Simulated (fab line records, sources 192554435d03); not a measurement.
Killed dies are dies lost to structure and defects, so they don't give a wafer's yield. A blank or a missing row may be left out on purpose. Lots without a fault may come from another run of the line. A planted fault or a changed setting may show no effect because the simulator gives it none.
Chamber matching | flow n5_finfet | N5_BEOL_M7_ETCH_65 on rie_diel-03: 4 sister chambers
The step etches SiARC in CF4, target depth 15.6 nm, time 26 s. 8 wafers are shown with their chamber, then 7 later ones without.

WAFERS WITH THEIR CHAMBER
wafer  | chamber | showerhead_plenum_p_Torr (Torr) | drypump_motor_current_A (A)
L086.2 | 3       | 2.22                            | 5.2
L086.3 | 2       | 2.06                            | 5.5
L086.5 | 0       | 2.22                            | 5.7
L089.1 | 1       | 2.13                            | 5.8
L089.5 | 0       | 2.21                            | 5.7
L089.6 | 1       | 2.13                            | 5.7
L092.1 | 2       | 2.05                            | 5.5
L092.3 | 3       | 2.21                            | 5.2

WAFERS WITHOUT THEIR CHAMBER
wafer  | showerhead_plenum_p_Torr (Torr) | drypump_motor_current_A (A)
L092.4 | 2.13                            | 5.8
L094.1 | 2.13                            | 5.8
L094.2 | 2.21                            | 5.7
L094.3 | 2.21                            | 5.2
L096.2 | 2.21                            | 5.7
L096.4 | 2.21                            | 5.2
L096.5 | 2.21                            | 5.3

WHICH CHAMBER EACH WENT THROUGH
wafer  | from the rows above | in truth
L092.4 | 1                   | 1
L094.1 | 1                   | 1
L094.2 | 0                   | 0
L094.3 | 3                   | 3
L096.2 | 0                   | 0
L096.4 | 3                   | 3
L096.5 | 3                   | 3
Placed correctly: 7 of 7. Can't be placed from these rows: 0. Placed wrongly: 0.
How it was worked out, from the rows above alone: a wafer's distance from a chamber is the root of the sum, over the readings, of the square of ((its reading less the chamber's mean) divided by the reading's scatter). The wafer belongs to the nearest chamber; if the next one is less than 2 further off, it can't be placed. A chamber's mean is the mean of its shown wafers. The scatter: the root of (the sum of the squares of (reading less its chamber's mean) over the shown wafers, divided by (wafers less chambers)).
